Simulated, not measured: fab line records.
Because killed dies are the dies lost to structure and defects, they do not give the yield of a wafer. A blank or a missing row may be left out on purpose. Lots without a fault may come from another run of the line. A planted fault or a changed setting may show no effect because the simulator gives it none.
Matching of chambers / flow nand_harc / 4 sister chambers for NHARC_A_STAIRCASE_STRIP_476 on rie_diel-02
The step strips in O2, time 20 s. 20 wafers are shown with their chamber, then 10 later ones without.

EACH WAFER AND ITS CHAMBER
wafer=L075.1; chamber=2; showerhead_plenum_p_Torr (Torr)=3.61; oes_product_au (a.u.)=1.008; rf_vpp_V (V)=58.9
wafer=L075.2; chamber=3; showerhead_plenum_p_Torr (Torr)=3.38; oes_product_au (a.u.)=1.006; rf_vpp_V (V)=58.3
wafer=L075.4; chamber=2; showerhead_plenum_p_Torr (Torr)=3.61; oes_product_au (a.u.)=1.001; rf_vpp_V (V)=59.5
wafer=L079.1; chamber=3; showerhead_plenum_p_Torr (Torr)=3.38; oes_product_au (a.u.)=1.000; rf_vpp_V (V)=57.9
wafer=L079.4; chamber=3; showerhead_plenum_p_Torr (Torr)=3.38; oes_product_au (a.u.)=1.003; rf_vpp_V (V)=56.6
wafer=L079.5; chamber=0; showerhead_plenum_p_Torr (Torr)=3.78; oes_product_au (a.u.)=1.009; rf_vpp_V (V)=57.4
wafer=L081.3; chamber=3; showerhead_plenum_p_Torr (Torr)=3.37; oes_product_au (a.u.)=1.004; rf_vpp_V (V)=58.7
wafer=L081.4; chamber=2; showerhead_plenum_p_Torr (Torr)=3.60; oes_product_au (a.u.)=1.008; rf_vpp_V (V)=57.3
wafer=L081.6; chamber=1; showerhead_plenum_p_Torr (Torr)=3.34; oes_product_au (a.u.)=0.990; rf_vpp_V (V)=57.7
wafer=L082.2; chamber=2; showerhead_plenum_p_Torr (Torr)=3.60; oes_product_au (a.u.)=1.002; rf_vpp_V (V)=56.5
wafer=L082.3; chamber=3; showerhead_plenum_p_Torr (Torr)=3.37; oes_product_au (a.u.)=0.996; rf_vpp_V (V)=57.6
wafer=L082.6; chamber=3; showerhead_plenum_p_Torr (Torr)=3.37; oes_product_au (a.u.)=1.013; rf_vpp_V (V)=58.5
wafer=L084.1; chamber=2; showerhead_plenum_p_Torr (Torr)=3.59; oes_product_au (a.u.)=0.995; rf_vpp_V (V)=57.5
wafer=L084.2; chamber=1; showerhead_plenum_p_Torr (Torr)=3.33; oes_product_au (a.u.)=0.977; rf_vpp_V (V)=57.4
wafer=L084.5; chamber=1; showerhead_plenum_p_Torr (Torr)=3.33; oes_product_au (a.u.)=0.984; rf_vpp_V (V)=57.1
wafer=L087.1; chamber=1; showerhead_plenum_p_Torr (Torr)=3.33; oes_product_au (a.u.)=0.977; rf_vpp_V (V)=58.5
wafer=L087.2; chamber=3; showerhead_plenum_p_Torr (Torr)=3.37; oes_product_au (a.u.)=1.006; rf_vpp_V (V)=58.2
wafer=L087.3; chamber=2; showerhead_plenum_p_Torr (Torr)=3.59; oes_product_au (a.u.)=0.987; rf_vpp_V (V)=58.3
wafer=L090.2; chamber=2; showerhead_plenum_p_Torr (Torr)=3.59; oes_product_au (a.u.)=0.988; rf_vpp_V (V)=59.3
wafer=L090.3; chamber=1; showerhead_plenum_p_Torr (Torr)=3.33; oes_product_au (a.u.)=0.980; rf_vpp_V (V)=57.8

SIGNATURES (means of the wafers above)
reading=showerhead_plenum_p_Torr; chamber 0=3.7800; chamber 1=3.3320; chamber 2=3.5986; chamber 3=3.3743; scatter within a chamber=0.00679
reading=oes_product_au; chamber 0=1.00900; chamber 1=0.98160; chamber 2=0.99843; chamber 3=1.00400; scatter within a chamber=0.00682
reading=rf_vpp_V; chamber 0=57.400; chamber 1=57.700; chamber 2=58.186; chamber 3=57.971; scatter within a chamber=0.855
Rule: for each reading, subtract the chamber's mean from the wafer's reading, divide by that reading's scatter and square the result; add these up over the readings and take the root, which gives the wafer's distance from the chamber. If the next closest chamber is less than 2 further off than the closest, the wafer can't be placed; otherwise it belongs to the closest. The scatter: take each reading less its chamber's mean, square it, sum over the shown wafers, divide by the number of wafers less the number of chambers, and take the root.

WAFERS WHOSE CHAMBER IS MISSING
wafer=L090.6; showerhead_plenum_p_Torr (Torr)=3.59; oes_product_au (a.u.)=0.993; rf_vpp_V (V)=58.4
wafer=L088.2; showerhead_plenum_p_Torr (Torr)=3.36; oes_product_au (a.u.)=0.991; rf_vpp_V (V)=56.8
wafer=L088.3; showerhead_plenum_p_Torr (Torr)=3.77; oes_product_au (a.u.)=1.003; rf_vpp_V (V)=57.7
wafer=L088.6; showerhead_plenum_p_Torr (Torr)=3.77; oes_product_au (a.u.)=1.000; rf_vpp_V (V)=58.7
wafer=L091.3; showerhead_plenum_p_Torr (Torr)=3.59; oes_product_au (a.u.)=0.988; rf_vpp_V (V)=57.3
wafer=L091.4; showerhead_plenum_p_Torr (Torr)=3.33; oes_product_au (a.u.)=0.986; rf_vpp_V (V)=56.7
wafer=L091.6; showerhead_plenum_p_Torr (Torr)=3.77; oes_product_au (a.u.)=1.009; rf_vpp_V (V)=58.1
wafer=L092.2; showerhead_plenum_p_Torr (Torr)=3.77; oes_product_au (a.u.)=1.010; rf_vpp_V (V)=57.6
wafer=L092.4; showerhead_plenum_p_Torr (Torr)=3.36; oes_product_au (a.u.)=0.999; rf_vpp_V (V)=57.2
wafer=L092.5; showerhead_plenum_p_Torr (Torr)=3.77; oes_product_au (a.u.)=1.010; rf_vpp_V (V)=56.4

EACH ONE'S CHAMBER
wafer=L090.6; from the rows above=2; in truth=2
wafer=L088.2; from the rows above=can't be placed: 3 or 1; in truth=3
wafer=L088.3; from the rows above=0; in truth=0
wafer=L088.6; from the rows above=0; in truth=0
wafer=L091.3; from the rows above=2; in truth=2
wafer=L091.4; from the rows above=1; in truth=1
wafer=L091.6; from the rows above=0; in truth=0
wafer=L092.2; from the rows above=0; in truth=0
wafer=L092.4; from the rows above=3; in truth=3
wafer=L092.5; from the rows above=0; in truth=0
Placed correctly: 9 of 10. Unplaceable from these rows: 1, with the true chamber sitting among the candidates in 1. Number placed wrongly: 0.
